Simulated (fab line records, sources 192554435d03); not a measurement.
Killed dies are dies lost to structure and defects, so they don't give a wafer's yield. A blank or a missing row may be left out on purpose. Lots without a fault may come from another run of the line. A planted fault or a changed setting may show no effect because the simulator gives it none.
Split-lot experiment | flow n5_finfet | 7 lots, 39 wafers read, on a route of 1938 steps

THE SPLIT
At N5_FIN_SAQP_SPACER2_ALD_28 (deposits SiO2, target thk 8.1 nm, pulse time 1 s, purge time 2 s), the setting target_thk_a was moved away from the recipe's 81 angstrom on 9 of the 39 wafers read, by -12.4% to +7.6%. The other wafers ran this setting at the recipe's value.

FROM THE SPLIT TO THE READING: what the file shows between them, 2 steps
- N5_FIN_SAQP_SPACER2_ETCHBACK_29: etches SiO2 in CHF3/O2, target depth 12.2 nm, time 6.1 s
- N5_FIN_SAQP_MANDREL2_REMOVE_60: chemistry HBr/Cl2/O2, target a-Si, stops on SiNx, bt time 10 s

THE READING
FIN_SAQP.cd_nm (the simulator's own value, which no gauge read), in nm, at N5_FIN_SAQP_HM_OPEN_33 (chemistry CH3F/O2, target SiNx, target depth 49.4 nm, time 70.6 s). The file gives no usual value for it. The 30 wafers here that ran the recipe average 8.1 nm, standard deviation 0.17 nm.

wafer  | tool, chamber at the split | target_thk_a as run, angstrom | against the recipe | FIN_SAQP.cd_nm, nm | against lot-mates on the recipe
L075.2 | ald_sin-04, 3,2,2          | 81                            | recipe             | 8                  | -
L075.3 | ald_sin-04, 3,2,2          | 81                            | recipe             | 7.8                | -
L075.6 | ald_sin-04, 3,2,2          | 81                            | recipe             | 7.8                | -
L077.1 | ald_sin-01, 3,2,1          | 76.04                         | -6.1%              | 7.6                | -0.7
L077.5 | ald_sin-01, 3,2,1          | 76.04                         | -6.1%              | 7.6                | -0.7
L077.2 | ald_sin-01, 1,2,0          | 81                            | recipe             | 8.4                | -
L077.3 | ald_sin-01, 1,2,0          | 81                            | recipe             | 8.2                | -
L077.4 | ald_sin-01, 1,2,0          | 81                            | recipe             | 8.2                | -
L077.6 | ald_sin-01, 3,2,1          | 76.04                         | -6.1%              | 8                  | -0.3
L080.1 | ald_sin-04, 1,2,0,3,1,2    | 81                            | recipe             | 8.2                | -
L080.4 | ald_sin-04, 1,2,0,3,1,2    | 81                            | recipe             | 8.2                | -
L080.5 | ald_sin-04, 1,2,0,3,1,2    | 81                            | recipe             | 8.2                | -
L080.2 | ald_sin-04, 1,2,0,3,1,2    | 81                            | recipe             | 8                  | -
L080.6 | ald_sin-04, 1,2,0,3,1,2    | 81                            | recipe             | 8                  | -
L080.3 | ald_sin-04, 1,2,0,3,1,2    | 81                            | recipe             | 8.4                | -
L086.1 | ald_sin-04, 1,3            | 87.13                         | +7.6%              | 9                  | +0.9
L086.6 | ald_sin-04, 0              | 87.13                         | +7.6%              | 9                  | +0.9
L086.2 | ald_sin-04, 0,3            | 81                            | recipe             | 8                  | -
L086.3 | ald_sin-04, 2              | 81                            | recipe             | 8.2                | -
L086.5 | ald_sin-04, 0,3            | 81                            | recipe             | 8.2                | -
L086.4 | ald_sin-04, 1,3            | 87.13                         | +7.6%              | 8.8                | +0.7
L087.1 | ald_sin-04, 1,0,3,0        | 81                            | recipe             | 8.2                | -
L087.3 | ald_sin-04, 2,3            | 81                            | recipe             | 8.2                | -
L087.2 | ald_sin-04, 1,0,3,0        | 81                            | recipe             | 7.8                | -
L087.4 | ald_sin-04, 2,3            | 81                            | recipe             | 8                  | -
L087.5 | ald_sin-04, 1,0,3,0        | 81                            | recipe             | 8                  | -
L087.6 | ald_sin-04, 1,0,3,0        | 81                            | recipe             | 8                  | -
L090.1 | ald_sin-04, 1,0,3          | 70.99                         | -12.4%             | 7.4                | -0.7
L090.2 | ald_sin-04, 1,0,3          | 70.99                         | -12.4%             | 7.2                | -0.9
L090.3 | ald_sin-04, 2              | 81                            | recipe             | 8                  | -
L090.6 | ald_sin-04, 2,1            | 81                            | recipe             | 8                  | -
L090.4 | ald_sin-04, 1,0,3          | 70.99                         | -12.4%             | 7                  | -1.1
L090.5 | ald_sin-04, 2,1            | 81                            | recipe             | 8.4                | -
L097.1 | ald_sin-03, 2,3,0,2        | 81                            | recipe             | 8.2                | -
L097.4 | ald_sin-03, 2,3,0,2        | 81                            | recipe             | 8.2                | -
L097.5 | ald_sin-03, 2,3,0,2        | 81                            | recipe             | 8.2                | -
L097.6 | ald_sin-03, 1              | 81                            | recipe             | 8.2                | -
L097.2 | ald_sin-03, 1              | 81                            | recipe             | 8                  | -
L097.3 | ald_sin-03, 2,3,0,2        | 81                            | recipe             | 8.4                | -
Where a row lists several chambers, the file gives one row for several wafers and doesn't say which wafer went through which chamber.

THE FIT
A straight line over all 39 wafers: FIN_SAQP.cd_nm changes by +0.0817 nm for each +1% of target_thk_a; r = +0.89; the points scatter about the line by 0.18 nm.
The same after taking each lot's own level away (the mean of its wafers on the recipe; 39 wafers): +0.0852 nm for each +1%; r = +0.93; scatter 0.15 nm.
On that fit, the largest move of target_thk_a shifts the reading by 1.1 nm.
The lots' own levels span 7.87 to 8.27 nm, that is 2.4 times the standard deviation above.
So the lot-to-lot level changes the slope little: the two slopes agree.
Check: with one of the wafers moved furthest among these (-12.4%) left out of the fit, the line predicts -1.11 nm for it against its lot-mates. It came out at -0.733 nm against them.

THE WHOLE CHAIN: every reading that the file lists as answering this split, in the file's order
step                           | what it does                                                      | reading                                                                                 | change (the file's fit)                | r (the file's)
N5_FIN_SAQP_SPACER2_ALD_28     | deposits SiO2, target thk 8.1 nm, pulse time 1 s, purge time 2 s  | SiO2_of_FIN_SAQP_SPACER2_ALD_28.thk_nm (the simulator's own value, which no gauge read) | +0.0865 nm for each +1% of the setting | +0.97
N5_FIN_SAQP_MANDREL2_REMOVE_60 | chemistry HBr/Cl2/O2, target a-Si, stops on SiNx, bt time 10 s    | FIN_SAQP.cd_nm (the simulator's own value, which no gauge read)                         | +0.0822 nm for each +1% of the setting | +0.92
N5_FIN_SAQP_HM_OPEN_33         | chemistry CH3F/O2, target SiNx, target depth 49.4 nm, time 70.6 s | FIN_SAQP.cd_nm (the simulator's own value, which no gauge read)                         | +0.0843 nm for each +1% of the setting | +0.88

THE FILE'S OWN FIT
FIN_SAQP.cd_nm changes by +0.0843 nm for each +1% of target_thk_a, r = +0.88.
